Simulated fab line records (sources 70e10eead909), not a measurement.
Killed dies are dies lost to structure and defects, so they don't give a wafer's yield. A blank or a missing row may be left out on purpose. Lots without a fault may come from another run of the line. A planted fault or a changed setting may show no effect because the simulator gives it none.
Matching of chambers ; flow nand_harc ; NHARC_A_M1_ETCH_35 on rie_diel-13: 4 sister chambers
The step etches the open film in N2/H2, target depth 40 nm, overetch 12 nm, time 43.94 s. 8 wafers are shown with their chamber, then 7 later ones without.

## WAFERS, EACH WITH ITS CHAMBER
wafer;chamber;drypump_motor_current_A (A);rf_vpp_V (V)
L726.1;1;5.6;434.9
L725.1;2;4.8;430.3
L725.2;0;6.5;431.0
L728.3;3;5.5;428.7
L728.4;2;4.7;430.7
L728.6;3;5.5;429.4
L730.1;0;6.5;431.1
L730.2;1;5.6;433.5

## WAFERS WITH NO CHAMBER GIVEN
wafer;drypump_motor_current_A (A);rf_vpp_V (V)
L730.5;5.5;427.9
L731.2;5.5;429.4
L731.3;4.7;430.0
L731.5;6.5;431.2
L734.2;5.6;435.0
L734.3;4.8;429.3
L734.6;4.7;430.3

## WHICH CHAMBER EACH ONE RAN IN
wafer;from the rows above;in truth
L730.5;3;3
L731.2;3;3
L731.3;2;2
L731.5;0;0
L734.2;1;1
L734.3;2;2
L734.6;2;2
7 of 7 placed correctly. Left unplaced by these rows: 0. 0 placed wrongly.
How it was worked out, from the rows above alone: a wafer's distance from a chamber is the root of the sum, over the readings, of the square of ((its reading less the chamber's mean) divided by the reading's scatter). If the next closest chamber is less than 2 further off than the closest, the wafer can't be placed; otherwise it belongs to the closest. The mean given for a chamber averages the wafers shown for that chamber. How the scatter is found: for the shown wafers, subtract from each reading the mean of its chamber, square and add these, divide the total by (wafers less chambers), then take the root.
